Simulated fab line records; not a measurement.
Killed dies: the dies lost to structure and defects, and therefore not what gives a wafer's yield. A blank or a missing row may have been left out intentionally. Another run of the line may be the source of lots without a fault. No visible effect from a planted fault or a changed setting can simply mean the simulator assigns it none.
Which of the tools did it? | flow n5Finfet | Sampling: 10 lots, 30 wafers, 6 of 1938 route steps

WHAT THE GAUGES SHOWED, per wafer
N5_BEOL_M4_RC_MEAS_101. Usual: DIBL_N 35.4 mV/V, standard deviation 2.1; DIBL_P 34.8 mV/V, standard deviation 2.6; IOFF_N 0.15 nA/um, standard deviation 0.037; IOFF_P 0.19 nA/um, standard deviation 0.037; ION_N 677 uA/um, standard deviation 16; ION_P 462 uA/um, standard deviation 9.3; SS_N 71.4 mV/dec, standard deviation 0.75; SS_P 72.9 mV/dec, standard deviation 0.77; VT_N 250 mV, standard deviation 3.7; VT_P -251 mV, standard deviation 3.5.
lot  | measured     | on        | DIBL_N (mV/V)  | DIBL_P (mV/V)  | IOFF_N (nA/um) | IOFF_P (nA/um) | ION_N (uA/um) | ION_P (uA/um) | SS_N (mV/dec)  | SS_P (mV/dec)  | VT_N (mV)   | VT_P (mV)      | flag
L685 | day 8 15:29  | prober-01 | 35.6 39.3 37.9 | 34.3 38.9 37.1 | 0.13 0.22 0.19 | 0.14 0.20 0.18 | 654 684 686   | 441 455 455   | 71.5 73.0 72.5 | 72.4 73.8 73.3 | 255 247 249 | -257 -256 -254 | 
L686 | day 8 15:54  | prober-02 | 34.8 35.0 33.1 | 32.0 32.7 30.1 | 0.13 0.14 0.11 | 0.19 0.20 0.17 | 679 682 672   | 472 478 470   | 70.9 71.0 70.0 | 72.6 72.5 72.6 | 250 249 253 | -248 -250 -251 | 
L688 | day 9 06:27  | prober-02 | 34.7 31.1 35.3 | 35.4 31.0 35.7 | 0.15 0.09 0.14 | 0.18 0.13 0.19 | 697 665 679   | 463 461 464   | 70.7 70.3 71.1 | 72.6 71.1 72.5 | 249 256 249 | -256 -256 -252 | 
L693 | day 10 10:04 | prober-01 | 35.4 33.4 37.0 | 34.8 32.0 37.2 | 0.16 0.12 0.20 | 0.21 0.17 0.26 | 662 666 682   | 463 464 465   | 71.6 71.6 73.0 | 72.6 72.0 73.6 | 246 251 245 | -248 -251 -245 | 
L695 | day 10 15:20 | prober-01 | 36.0 36.2 37.3 | 34.6 34.6 35.1 | 0.13 0.15 0.15 | 0.21 0.20 0.19 | 649 677 661   | 450 466 450   | 71.0 71.3 71.3 | 73.0 73.2 72.4 | 250 246 249 | -251 -252 -251 | 
L698 | day 11 12:50 | prober-01 | 35.2 35.3 33.4 | 34.9 34.9 32.1 | 0.15 0.14 0.12 | 0.21 0.21 0.17 | 683 679 674   | 467 469 462   | 71.2 71.3 71.4 | 73.5 73.1 72.2 | 248 249 254 | -248 -249 -250 | 
L703 | day 12 19:44 | prober-01 | 33.2 36.7 34.9 | 32.4 37.0 35.9 | 0.11 0.16 0.14 | 0.15 0.20 0.20 | 670 692 669   | 451 469 463   | 70.2 71.6 70.1 | 72.3 73.0 73.3 | 255 251 251 | -254 -251 -251 | 
L705 | day 13 15:20 | prober-01 | 35.9 39.2 35.8 | 34.1 39.1 33.8 | 0.13 0.20 0.13 | 0.15 0.22 0.14 | 656 709 668   | 449 469 445   | 71.6 72.2 71.5 | 72.8 74.6 73.2 | 255 245 254 | -254 -253 -261 | 
L706 | day 13 15:49 | prober-01 | 40.6 38.2 36.6 | 40.7 37.9 36.7 | 0.28 0.23 0.18 | 0.31 0.25 0.22 | 709 708 702   | 480 479 478   | 73.2 72.2 72.0 | 74.6 73.6 73.9 | 241 244 246 | -246 -245 -247 | 
L707 | day 14 15:19 | prober-01 | 35.5 32.7 35.4 | 35.0 31.9 36.6 | 0.15 0.11 0.16 | 0.23 0.18 0.25 | 676 672 688   | 468 472 474   | 71.7 70.3 71.5 | 73.1 71.7 72.9 | 254 254 249 | -243 -247 -244 | 

N5_BEOL_M7_CD_MEAS_18: pitch 80 nm, target cd 40 nm. Usual: cdNm reads 39.7 nm (standard deviation 0.85).
lot  | measured     | on       | cdNm (nm)      | flag
L685 | day 9 12:29  | cdSem-03 | 38.8 41.1 39.8 | 
L686 | day 9 17:43  | cdSem-01 | 38.6 39.0 39.6 | 
L688 | day 10 06:02 | cdSem-03 | 40.7 40.7 40.2 | 
L693 | day 11 12:41 | cdSem-03 | 39.2 40.6 39.6 | 
L695 | day 11 16:04 | cdSem-02 | 39.5 38.3 39.4 | 
L698 | day 12 17:23 | cdSem-02 | 38.3 39.0 38.4 | 
L703 | day 14 00:32 | cdSem-02 | 39.7 39.0 37.9 | 
L705 | day 14 13:13 | cdSem-03 | 40.9 39.8 38.6 | 
L706 | day 14 20:02 | cdSem-02 | 40.8 41.6 40.9 | 
L707 | day 15 19:36 | cdSem-03 | 39.5 40.0 39.3 | 

N5_BEOL_M7_CD_MEAS_28: the cd target is 40 nm. Usual: cdNm reads 39.9 nm (standard deviation 0.31).
lot  | measured     | on       | cdNm (nm)      | flag
L685 | day 9 15:55  | cdSem-03 | 40.1 39.9 40.4 | 
L686 | day 9 18:10  | cdSem-02 | 40.1 40.1 39.9 | 
L688 | day 10 06:41 | cdSem-01 | 39.7 39.6 39.8 | 
L693 | day 11 13:42 | cdSem-02 | 40.5 27.9 40.0 | OFF
L695 | day 11 17:38 | cdSem-02 | 27.1 40.0 28.0 | OFF
L698 | day 12 17:42 | cdSem-02 | 39.9 39.8 40.0 | 
L703 | day 14 02:35 | cdSem-03 | 39.6 40.1 39.8 | 
L705 | day 14 13:31 | cdSem-03 | 39.5 39.7 40.1 | 
L706 | day 14 22:58 | cdSem-03 | 40.6 39.9 40.1 | 
L707 | day 15 21:43 | cdSem-03 | 39.7 40.0 40.0 | 

WHICH TOOL RAN EACH LOT (tool, then ch and the chambers of the sampled wafers, then the start)
lot  | N5_BEOL_M6_SPUTTER_48       | N5_BEOL_M7_HM_DEP_02        | N5_BEOL_M7_EXPOSE_25
L685 | pvdSputter-03, day 9 09:25  | pvdSputter-03, day 9 11:30  | euvScanner-02 ch 0, day 9 15:47
L686 | pvdSputter-03, day 9 11:23  | pvdSputter-02, day 9 16:26  | euvScanner-02 ch 0, day 9 18:02
L688 | pvdSputter-02, day 10 01:50 | pvdSputter-01, day 10 05:02 | euvScanner-01 ch 0, day 10 06:33
L693 | pvdSputter-02, day 11 08:16 | pvdSputter-02, day 11 11:11 | euvScanner-02 ch 0, day 11 13:34
L695 | pvdSputter-02, day 11 12:19 | pvdSputter-03, day 11 14:58 | euvScanner-02 ch 0, day 11 17:30
L698 | pvdSputter-02, day 12 13:45 | pvdSputter-02, day 12 16:27 | euvScanner-01 ch 0, day 12 17:34
L703 | pvdSputter-01, day 13 21:03 | pvdSputter-01, day 13 23:19 | euvScanner-02 ch 0, day 14 02:27
L705 | pvdSputter-01, day 14 09:31 | pvdSputter-01, day 14 11:58 | euvScanner-01 ch 0, day 14 13:25
L706 | pvdSputter-01, day 14 14:41 | pvdSputter-01, day 14 18:59 | euvScanner-01 ch 0, day 14 22:50
L707 | pvdSputter-03, day 15 13:08 | pvdSputter-03, day 15 18:14 | euvScanner-02 ch 0, day 15 21:35
- N5_BEOL_M6_SPUTTER_48: material Cu, target thk 10 nm, time 1.667 s.
- N5_BEOL_M7_HM_DEP_02: deposits TiN, target thk 20 nm.
- N5_BEOL_M7_EXPOSE_25: exposes mask V6, target cd 40 nm.

AS READ BY THE TOOLS THEMSELVES (means over the sampled wafers that have a number; for cases with no such wafer, the mark the record gives instead)
N5_BEOL_M6_SPUTTER_48. Usual: cathodeDcPowerW 26000 W, standard deviation 5.1; throttleValvePct 30.4 %, standard deviation 0.87.
lot  | tool          | cathodeDcPowerW (W) | throttleValvePct (%) | flag
L685 | pvdSputter-03 | 26000               | 30.8                 | 
L686 | pvdSputter-03 | 26002               | 30.0                 | 
L688 | pvdSputter-02 | 26004               | 30.3                 | 
L693 | pvdSputter-02 | 25998               | 30.6                 | 
L695 | pvdSputter-02 | 25999               | 30.6                 | 
L698 | pvdSputter-02 | 26003               | 30.0                 | 
L703 | pvdSputter-01 | 26002               | 31.2                 | 
L705 | pvdSputter-01 | 25999               | 31.2                 | 
L706 | pvdSputter-01 | 25994               | 30.6                 | 
L707 | pvdSputter-03 | 25998               | 30.7                 | 

N5_BEOL_M7_HM_DEP_02. Usual: throttleValvePct reads 30.5 % (standard deviation 0.89).
lot  | tool          | throttleValvePct (%) | flag
L685 | pvdSputter-03 | 30.9                 | 
L686 | pvdSputter-02 | 30.2                 | 
L688 | pvdSputter-01 | 31.0                 | 
L693 | pvdSputter-02 | 30.3                 | 
L695 | pvdSputter-03 | 30.9                 | 
L698 | pvdSputter-02 | 30.6                 | 
L703 | pvdSputter-01 | 31.1                 | 
L705 | pvdSputter-01 | 31.4                 | 
L706 | pvdSputter-01 | 31.2                 | 
L707 | pvdSputter-03 | 30.7                 | 

N5_BEOL_M7_EXPOSE_25. Usual: exposureDoseMJCm2 42.9, standard deviation 0.31; focusOffsetNm -0.2 nm, standard deviation 0.56.
lot  | tool          | exposureDoseMJCm2 | focusOffsetNm (nm) | flag
L685 | euvScanner-02 | 42.5              | -0.2               | 
L686 | euvScanner-02 | 42.5              | -0.1               | 
L688 | euvScanner-01 | 43.2              | 1.2                | 
L693 | euvScanner-02 | 42.5              | -0.1               | 
L695 | euvScanner-02 | 42.5              | 0.5                | 
L698 | euvScanner-01 | 43.2              | -0.5               | 
L703 | euvScanner-02 | 42.5              | 0.2                | 
L705 | euvScanner-01 | 43.1              | 0.1                | 
L706 | euvScanner-01 | 43.2              | 0.3                | 
L707 | euvScanner-02 | 42.5              | -0.7               | 

THE ANSWER, worked out from the rows above alone
Rule: take the mean of a lot's wafers that have a number; if it is more than 3 standard deviations from the usual mean, the lot is off. A lot without any number at a reading at which 4 lots or more have one is off too. Any other lot the step has rows for is counted as sound. First the gauges in route order, then the tools' own readings, where a lot's mean is used as printed above. At the first step where some lot is off, the reading lying furthest off is the one used; lots without a number count as furthest.
Off: L693, L695, at N5_BEOL_M7_CD_MEAS_28 (cdNm).
A tool fits if, at a process step before that reading, it ran every lot that is off, and no sound lot after the first of them. The gauges at N5_BEOL_M7_CD_MEAS_28 are tried like those tools. Not one of the candidates tried fits.

WHAT THE SIMULATOR PUT IN
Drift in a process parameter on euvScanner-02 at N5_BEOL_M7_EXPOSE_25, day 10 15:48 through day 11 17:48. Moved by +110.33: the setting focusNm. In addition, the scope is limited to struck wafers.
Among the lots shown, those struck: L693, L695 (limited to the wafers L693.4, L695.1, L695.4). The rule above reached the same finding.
